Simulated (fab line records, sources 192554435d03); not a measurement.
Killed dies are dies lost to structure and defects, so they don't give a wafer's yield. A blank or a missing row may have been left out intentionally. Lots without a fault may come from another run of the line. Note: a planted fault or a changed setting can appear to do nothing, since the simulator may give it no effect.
Matching of chambers	flow n5 finfet	N5_FIN_SAQP_PECVD_47 on pecvd-02: 3 sister chambers
The step deposits a-Si from SiH4/He, target thk 45 nm, time 36.3 s. 6 wafers are shown with their chamber, then 8 later ones without.

## WAFERS PAIRED WITH THEIR CHAMBERS
wafer	chamber	throttle valve pct (%)	showerhead plenum p Torr (Torr)
L082.5	2	16.9	5.67
L085.1	0	17.6	5.68
L086.3	1	18.5	5.64
L086.4	1	18.5	5.63
L086.5	0	17.4	5.68
L090.2	2	16.9	5.65

## WAFERS WHOSE CHAMBER IS MISSING
wafer	throttle valve pct (%)	showerhead plenum p Torr (Torr)
L090.3	18.5	5.65
L090.4	18.5	5.63
L093.1	17.9	5.68
L093.4	18.9	5.64
L093.5	17.5	5.66
L097.1	17.4	5.68
L097.2	18.4	5.64
L097.3	17.1	5.67

## WHICH CHAMBER EACH WENT THROUGH
wafer	from the rows above	in truth
L090.3	1	1
L090.4	1	1
L093.1	0	0
L093.4	1	1
L093.5	0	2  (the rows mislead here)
L097.1	0	0
L097.2	1	1
L097.3	2	2
Correct placement for 7 of the 8. Number that these rows cannot place: 0. Number placed wrongly: 1.
How it was worked out, from the rows above alone: a wafer's distance from a chamber is the root of the sum, over the readings, of the square of ((its reading less the chamber's mean) divided by the reading's scatter). The wafer belongs to the nearest chamber; if the next one is less than 2 further off, it can't be placed. For every chamber, the mean is computed from those of its wafers that are shown. The scatter: the root of (the sum of the squares of (reading less its chamber's mean) over the shown wafers, divided by (wafers less chambers)).
